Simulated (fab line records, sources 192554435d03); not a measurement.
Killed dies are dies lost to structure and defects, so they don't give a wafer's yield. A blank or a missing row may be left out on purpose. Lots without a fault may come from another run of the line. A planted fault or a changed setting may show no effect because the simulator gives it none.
Chamber matching | flow n5_finfet | N5_HKMG_FIN_STRIP_93 on rie_diel-04: 4 sister chambers
The step strips SOC in N2/H2, time 20 s. 8 wafers are shown with their chamber, then 7 later ones without.

WAFERS WITH THEIR CHAMBER
wafer  | chamber | showerhead_plenum_p_Torr (Torr) | throttle_valve_pct (%)
L075.4 | 2       | 3.20                            | 19.2
L075.5 | 0       | 3.29                            | 19.0
L080.4 | 0       | 3.29                            | 18.5
L081.2 | 1       | 3.42                            | 18.8
L081.3 | 3       | 3.28                            | 18.3
L081.5 | 2       | 3.19                            | 19.2
L083.1 | 1       | 3.42                            | 18.8
L083.2 | 3       | 3.28                            | 18.3

WAFERS WITHOUT THEIR CHAMBER
wafer  | showerhead_plenum_p_Torr (Torr) | throttle_valve_pct (%)
L083.4 | 3.29                            | 18.6
L094.3 | 3.19                            | 19.2
L094.4 | 3.41                            | 18.8
L094.5 | 3.19                            | 19.2
L097.1 | 3.41                            | 18.8
L097.3 | 3.18                            | 19.2
L097.6 | 3.27                            | 18.3

WHICH CHAMBER EACH WENT THROUGH
wafer  | from the rows above | in truth
L083.4 | 0                   | 0
L094.3 | 2                   | 2
L094.4 | 1                   | 1
L094.5 | 2                   | 2
L097.1 | 1                   | 1
L097.3 | 2                   | 2
L097.6 | 3                   | 3
Placed correctly: 7 of 7. Can't be placed from these rows: 0. Placed wrongly: 0.
How it was worked out, from the rows above alone: a wafer's distance from a chamber is the root of the sum, over the readings, of the square of ((its reading less the chamber's mean) divided by the reading's scatter). The wafer belongs to the nearest chamber; if the next one is less than 2 further off, it can't be placed. A chamber's mean is the mean of its shown wafers. The scatter: the root of (the sum of the squares of (reading less its chamber's mean) over the shown wafers, divided by (wafers less chambers)).
